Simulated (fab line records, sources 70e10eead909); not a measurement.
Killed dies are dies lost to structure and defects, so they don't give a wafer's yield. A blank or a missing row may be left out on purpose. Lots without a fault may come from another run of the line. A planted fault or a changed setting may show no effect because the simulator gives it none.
fab line records | flow nand_harc
record lots=12 wafers=36 last_day=33
route steps=1302 shown P_M1@315 P_M2@331
lots that met no fault: from a run of the same line without faults
start_h: hours from the record's first day to the start of the lot's first wafer shown | wait_h: hours since the lot's step before | " the same as in the row above | L1.1+2: a row that stands for several wafers | - no value, or no start given | * or withheld: withheld | < > ~ a bound
route shown NAME@n: a module of which the file shows steps, and the number in the route of the first | usual: mean/standard deviation of fault-free wafers | same: alike in all rows | chamber/n: place in a boat | sites: the reading at each site | _std_site: their standard deviation | _edge_site: outer sites' mean less inner sites' | radius_mm: how far each site lies from the wafer's centre | mask NAME#n: copy n | behind: the tool/chamber that last shaped the wafer | hold: why the lot was held/for how many hours/how that ended | device: the transistor (n, p or np) that didn't switch | end of line: the same wafers' tests at the end of the route | a step without rows: its recipe alone | killed: dies lost to structure and defects at the first sort, not the wafer's yield | map: a wafer's dies, x killed, . not, _ none there
set.NAME: the setting as run; set.NAME@STEP: as run at that earlier step | model.NAME: the simulator's own value behind a step, which no gauge read
steps of the route over a sample of lots; a table a step, a row a wafer
services: from which hour (start_h, from the record's first day; less than 0 if before it) a tool's chamber was out of use, for how many hours, and why
## steps
# step NHARC_P_M1_INSPECT_27
# usual raw_defect_count=307/120
# columns lot.wafer tool chamber start_h wait_h raw_defect_count
L103.3 defect_inspect-02 - 139.11 0.0 250
L103.5 " - " " 213
L103.6 " - " " 241
L104.1 defect_inspect-02 - 149.11 0.0 300
L104.2 " - " " 209
L104.3 " - " " 211
L105.2 defect_inspect-02 - 159.21 0.0 443
L105.3 " - " " 381
L105.6 " - " " 352
L107.3 defect_inspect-02 - 172.61 0.0 201
L107.4 " - " " 301
L107.5 " - " " 157
L109.1 defect_inspect-02 - 205.64 0.0 344
L109.3 " - " " 441
L109.4 " - " " 609
L110.1 defect_inspect-02 - 207.84 0.0 493
L110.5 " - " " 240
L110.6 " - " " 283
L112.1 defect_inspect-02 - 236.55 0.0 345
L112.3 " - " " 337
L112.6 " - " " 152
L116.1 defect_inspect-01 - 277.59 0.0 224
L116.4 " - " " 208
L116.5 " - " " 249
L118.1 defect_inspect-01 - 296.85 0.0 414
L118.2 " - " " 383
L118.3 " - " " 240
L117.3 defect_inspect-02 - 297.78 0.0 508
L117.5 " - " " 324
L117.6 " - " " 251
L119.1 defect_inspect-02 - 300.40 0.0 304
L119.5 " - " " 204
L119.6 " - " " 306
L125.1 defect_inspect-01 - 365.42 0.0 442
L125.2 " - " " 343
L125.5 " - " " 514
# step NHARC_P_M2_DESCUM_14
# recipe time_s=3 o2_flow_sccm=200 ar_flow_sccm=0 bias_power_w=0 chemistry=O2
# usual drypump_motor_current_A=5.8/0.42 mfc_ar_sccm=0.003/0.0056 oes_product_au=0.996/0.011 rf_vpp_V=57.8/0.93 showerhead_plenum_p_Torr=1.91/0.099 throttle_valve_pct=11.312/0.0094
# columns lot.wafer tool chamber start_h wait_h drypump_motor_current_A mfc_ar_sccm oes_product_au rf_hours_counter_h rf_vpp_V showerhead_plenum_p_Torr throttle_valve_pct
L103.3 rie_diel-04 1 140.57 0.1 5.4 0.023 0.983 8.8 57.0 2.05 11.314
L103.6 " 0 " " 5.4 0 0.978 - 59.8 1.97 11.309
L103.5 " 1 " " 5.4 0.023 0.989 - 58.0 2.05 11.298
L104.1 rie_diel-12 3 150.58 0.1 5.8 0.004 0.991 2.8 56.7 1.78 11.322
L104.2 " 0 " " 6.0 0 1.014 3.6 56.9 1.81 11.313
L104.3 " 1 " " 6.2 0.009 0.991 3.4 57.6 1.81 11.324
L105.3 rie_diel-03 2 160.93 0.1 5.6 0 1.012 2.7 57.3 1.79 11.326
L105.2 " 1 " " 6.3 0 0.998 2.1 59.1 2.04 11.320
L105.6 " 2 " " 5.7 0 1.002 - 57.6 1.79 11.316
L107.4 rie_diel-03 2 174.21 0.1 5.7 0 1.000 3.2 57.3 1.79 11.305
L107.3 " 0 " " 6.0 0.006 1.007 3.6 57.0 1.91 11.325
L107.5 " 1 " " 6.3 0 1.003 - 58.0 2.04 11.306
L109.3 rie_diel-03 2 207.22 0.1 5.7 0 1.004 4.6 57.9 1.79 11.318
L109.4 " 3 " " 5.0 0 0.991 5.0 58.3 1.98 11.348
L109.1 " 0 " " 5.9 0.006 0.996 5.0 57.9 1.90 11.307
L110.1 rie_diel-03 2 209.45 0.1 5.7 0 1.008 4.7 55.7 1.79 11.311
L110.5 " 3 " " 4.9 0 1.006 - 58.2 1.98 11.298
L110.6 " 0 " " 5.9 0.006 0.997 - 58.1 1.90 11.320
L112.1 rie_diel-12 3 238.01 0.1 5.8 0.004 0.994 6.3 57.7 1.78 11.300
L112.3 " 0 " " 6.0 0 1.005 9.5 56.8 1.81 11.310
L112.6 " 3 " " 5.8 0.004 0.987 - 58.6 1.78 11.320
L116.4 rie_diel-12 0 279.29 0.1 6.0 0 0.995 0 56.7 1.81 11.310
L116.1 " 1 " " 6.2 0.009 0.977 0 58.4 1.81 11.322
L116.5 " 3 " " 5.8 0.004 0.995 - 58.1 1.78 11.314
L118.3 rie_diel-03 3 298.31 0.1 4.9 0 1.011 0.1 59.1 1.98 11.310
L118.1 " 0 " " 5.9 0.006 1.013 0.0 57.4 1.90 11.316
L118.2 " 1 " " 6.3 0 1.012 0.0 57.7 2.04 11.309
L117.3 rie_diel-04 3 299.24 0.1 6.5 0 0.989 3.6 58.9 2.06 11.303
L117.6 " 1 " " 5.4 0.023 1.003 - 56.7 2.05 11.316
L117.5 " 2 " " 5.6 0.018 0.977 - 55.8 1.97 11.310
L119.1 rie_diel-03 0 302.00 0.1 5.9 0.006 1.012 0.1 57.6 1.90 11.306
L119.5 " 2 " " 5.7 0 1.005 - 58.4 1.79 11.311
L119.6 " 3 " " 5.0 0 1.006 - 56.8 1.98 11.321
L125.1 rie_diel-03 3 367.00 0.1 4.9 0 1.004 2.8 59.4 1.98 11.316
L125.2 " 2 " " 5.7 0 0.998 3.1 56.6 1.79 11.300
L125.5 " 0 " " 5.9 0.006 0.995 - 58.7 1.90 11.314
# step NHARC_P_M2_ECD_22
# recipe target_thk_a=4000 bath_temp_c=25 material=Cu
# columns lot.wafer tool chamber start_h wait_h
L103.3+6+5 ecd_cu-02 1,0,1 142.16 -
L104.1+2+3 ecd_cu-02 1,0,0 151.95 -
L105.2+3+6 ecd_cu-02 0,0,1 162.60 -
L107.3+4+5 ecd_cu-02 1,0,1 175.75 -
L109.1+3+4 ecd_cu-02 0,0,1 208.59 -
L110.1+5+6 ecd_cu-02 0,0,1 210.81 -
L112.1+3+6 ecd_cu-02 0,1,0 239.37 -
L116.1+4+5 ecd_cu-02 0,1,0 280.66 -
L118.1+2+3 ecd_cu-01 0,1,0 299.70 -
L117.3+6+5 ecd_cu-02 0,0,1 300.70 -
L119.1+6+5 ecd_cu-02 0,1,0 303.41 -
L125.1+2+5 ecd_cu-01 0,1,0 368.37 -
# step NHARC_P_M2_CMP_23
# recipe t_overpolish_s=20 target_thk_nm=144.3
# usual motor_current_A=12.1/1.5 pad_life_wafers=188/92 time_to_endpoint_s=29.2/2.8
# columns lot.wafer tool chamber start_h wait_h motor_current_A pad_life_wafers time_to_endpoint_s
L103.3 cmp-04 3 142.82 - 10.2 105 34.1
L103.5 " 0 " " 10.5 - 31.5
L103.6 " 1 " " 13.9 - 32.1
L104.2 cmp-03 0 152.67 - 12.7 336 28.6
L104.3 " 1 " " 11.0 337 30.9
L104.1 " 2 " " 12.5 338 29.8
L105.2 cmp-04 3 163.33 - 10.7 186 32.4
L105.3 " 0 " " 10.2 187 29.4
L105.6 " 0 " " 10.0 - 29.6
L107.4 cmp-04 1 176.37 - 12.8 222 31.2
L107.3 " 2 " " 12.3 223 30.5
L107.5 " 1 " " 13.5 - 28.5
L109.3 cmp-03 0 209.33 - 12.0 169 28.7
L109.4 " 1 " " 11.4 170 30.6
L109.1 " 2 " " 11.7 171 30.6
L110.1 cmp-03 2 211.63 - 11.4 183 31.5
L110.5 " 3 " " 15.4 - 28.3
L110.6 " 0 " " 12.0 - 29.7
L112.1 cmp-02 3 240.15 - 10.8 14 31.3
L112.3 " 0 " " 12.0 15 26.8
L112.6 " 2 " " 12.4 - 26.6
L116.1 cmp-03 3 281.38 - 15.8 54 25.1
L116.4 " 2 " " 11.5 57 26.0
L116.5 " 3 " " 15.7 - 27.1
L118.3 cmp-02 0 300.42 - 12.7 228 25.7
L118.2 " 1 " " 11.0 229 23.1
L118.1 " 2 " " 12.1 230 29.4
L117.3 cmp-04 2 301.37 - 12.7 278 12.7
L117.5 " 0 " " 10.2 - 27.6
L117.6 " 1 " " 13.3 - 14.1
L119.1 cmp-04 1 304.11 - 13.9 295 16.2
L119.6 " 0 " " 9.3 - 27.7
L119.5 " 1 " " 13.6 - 14.8
L125.1 cmp-04 3 369.15 - 10.8 188 30.1
L125.2 " 0 " " 10.1 189 29.9
L125.5 " 2 " " 12.9 - 26.0
# step NHARC_P_M2_DEP_33
# recipe target_thk_a=300 temp_c=370 target_thk_nm=30 pressure_torr=3 flow_sccm=200 rf_w=450 material=SiCN
# usual heater_power_w=556/64
# columns lot.wafer tool chamber start_h wait_h heater_power_w
L103.3 pecvd-04 1 143.44 0.1 519
L103.5 " 2 " " 581
L103.6 " 1 " " 524
L104.2 pecvd-01 0 153.34 0.1 682
L104.1 " 1 " " 551
L104.3 " 2 " " 526
L105.3 pecvd-04 1 163.95 0.1 486
L105.2 " 0 " " 587
L105.6 " 0 " " 571
L107.3 pecvd-01 2 177.07 0.1 543
L107.5 " 0 " " 689
L107.4 " 1 " " 671
L109.3 pecvd-04 1 209.97 0.1 431
L109.1 " 2 " " 574
L109.4 " 2 " " 564
L110.1 pecvd-01 2 212.25 0.1 536
L110.6 " 0 " " 626
L110.5 " 2 " " 527
L112.1 pecvd-01 0 240.71 0.1 607
L112.3 " 2 " " 520
L112.6 " 0 " " 595
L116.1 pecvd-02 2 282.06 0.1 584
L116.4 " 2 " " 576
L116.5 " 0 " " 518
L118.1 pecvd-02 2 301.04 0.1 558
L118.2 " 0 " " 449
L118.3 " 1 " " 604
L117.3 pecvd-01 0 301.98 0.1 605
L117.5 " 2 " " 467
L117.6 " 1 " " 628
L119.1 pecvd-02 0 304.75 0.1 523
L119.5 " 2 " " 522
L119.6 " 1 " " 635
L125.2 pecvd-01 0 369.76 0.1 635
L125.1 " 1 " " 643
L125.5 " 1 " " 652
## services
# columns tool chamber start_h hours kind
rie_diel-03 1 118.85 6.8 repair
pecvd-01 - 130.64 13.0 pm
rie_diel-12 3 135.05 6.8 repair
pecvd-04 2 150.37 3.6 repair
pecvd-04 0 156.10 6.4 repair
cmp-03 - 162.24 4.0 pm
cmp-04 - 188.89 3.3 repair
rie_diel-03 1 193.36 5.2 repair
pecvd-01 - 204.77 3.1 repair
cmp-04 - 209.06 4.0 pm
cmp-04 - 221.55 3.4 repair
rie_diel-03 0 236.72 1.6 repair
ecd_cu-02 - 244.00 8.0 pm
cmp-03 - 251.07 0.3 repair
cmp-03 - 254.62 0.5 repair
cmp-03 - 260.24 4.0 pm
rie_diel-03 - 281.30 9.0 pm
cmp-04 - 307.06 4.0 pm
pecvd-01 - 311.64 13.0 pm
cmp-03 - 323.78 0.7 repair
cmp-03 - 324.64 1.0 repair
cmp-03 - 348.35 0.9 repair
cmp-03 - 356.56 0.2 repair
cmp-03 - 358.24 4.0 pm
## key
first_sign step=NHARC_P_M2_CMP_23 reading=time_to_endpoint_s direction=down sigmas=5.3 usual=* struck=*
effect none on later readings
met_at NHARC_P_M2_ECD_22
struck_lots L117,L119
struck_wafers L117.3,L117.6,L119.1,L119.5
not_acting_at NHARC_P_M1_INSPECT_27,NHARC_P_M2_DESCUM_14,NHARC_P_M2_DEP_33
onset_between 280.66 300.70
fault kind=process_parameter_drift tool=ecd_cu-02 chamber=0 onset_h=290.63 steps=NHARC_P_M2_ECD_22 channel=target_thk_a offset=* shape=step end_h=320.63 acts_in=* stated=*
